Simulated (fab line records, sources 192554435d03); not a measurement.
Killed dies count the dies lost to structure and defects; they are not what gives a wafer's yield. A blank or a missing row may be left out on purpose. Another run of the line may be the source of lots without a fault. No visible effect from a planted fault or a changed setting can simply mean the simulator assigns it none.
Code-filled problem report in 8D (eight disciplines) form    flow n5 finfet    the parts of the form that need people (team, actions taken, sign-off) are left out

1. WHAT WENT WRONG
At N5_BEOL_M4_CMP_52, barrier field endpoint s averages 30.0 s over 3 wafers from 3 lots, while fault-free wafers read 24.3 s, standard deviation 0.6. Measured from the usual mean, that is +9.6 standard deviations.
The step: polishes, stops on SiOC, t overpolish 6.8 s, target thk 40 nm.
Seen first at day 11 15:07 on cmp-02, wafer L236.5. The record has a number at this step for 27 wafers belonging to 10 lots. Rule for "out" (also "out of limits"): further than 4 standard deviations from the usual mean. Any other wafer with a number is counted as sound.

2. WHAT IT IS; WHAT IT IS NOT
question                     is                        is not
which readings at this step  barrier field endpoint s  clearing platen down force psi, edge zone pressure frac, motor current A
which lots                   L236, L237, L239          L220, L224, L225, L228, L230, L234, L243
which wafers of those lots   L236.5, L237.5, L239.2    L236.6, L237.4, L239.4
read on which tools          cmp-01, cmp-02            cmp-04
when                         from day 11 15:07         up to then (19 sound wafers); but 5 sound wafers of L237, L239, L243 came after

3. WHAT RULES OUT EACH SUSPECT
Counting: a tool at a process step up to the reading stays a suspect if it ran every lot that is out. Sound lots after the first of them don't rule it out here, since some wafers of a struck lot are sound.
- pecvd-03 at N5_BEOL_M4_PECVD_72 (deposits SiO2 from TEOS/O2, target thk 16 nm, time 18 s): kept. Every lot that is out went through it, the first being L236 (day 11 07:59); the last sound lot it ran before that was L228 (day 9 02:59).
Remaining after the count: pecvd-03 at N5_BEOL_M4_PECVD_72.

4. THE CAUSE (what the simulator had put in)
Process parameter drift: pecvd-03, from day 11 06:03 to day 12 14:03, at N5_BEOL_M4_PECVD_72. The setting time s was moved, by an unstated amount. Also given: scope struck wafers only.
Counting left only this tool.

5. SEQUENCE OF EFFECTS, ordered by route
One row per reading whose mean, taken over the struck wafers that have a number, lies over 3 standard deviations from the usual. Readings are gone through only where the record gives a usual standard deviation; hours: the median, over the lots, of the time from a lot's start at the first step in this table giving one to that lot's start at this step; sigmas: the change measured in usual standard deviations.
hours  step               reading                   usual   on struck wafers  change  sigmas
0      N5_BEOL_M4_CMP_52  barrier field endpoint s  24.3 s  30.0              +5.7    +9.6
Its process steps:
- N5_BEOL_M4_CMP_52: polishes, stops on SiOC, t overpolish 6.8 s, target thk 40 nm.
Later measuring or inspecting steps at which every struck wafer that the step has a row for has a number for every such reading, and none has moved that far: N5_BEOL_M4_THK_MEAS_53, N5_BEOL_M4_RS_MEAS_58, N5_BEOL_M4_RC_MEAS_101.

6. HOW IT WOULD HAVE BEEN CAUGHT EARLIER
9 hours passed between the start of the fault at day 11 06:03 and the first reading out of limits in this record, taken at day 11 15:07.
Tool readings at N5_BEOL_M4_PECVD_72 with a usual standard deviation given in the record: none out on any struck wafer, hence no alarm at a limit of 4 standard deviations on them.
L239, from the lots that are out (3), started N5_BEOL_M4_PECVD_72 on pecvd-03 later than day 11 15:07. Holding the tool at that time would have saved it.
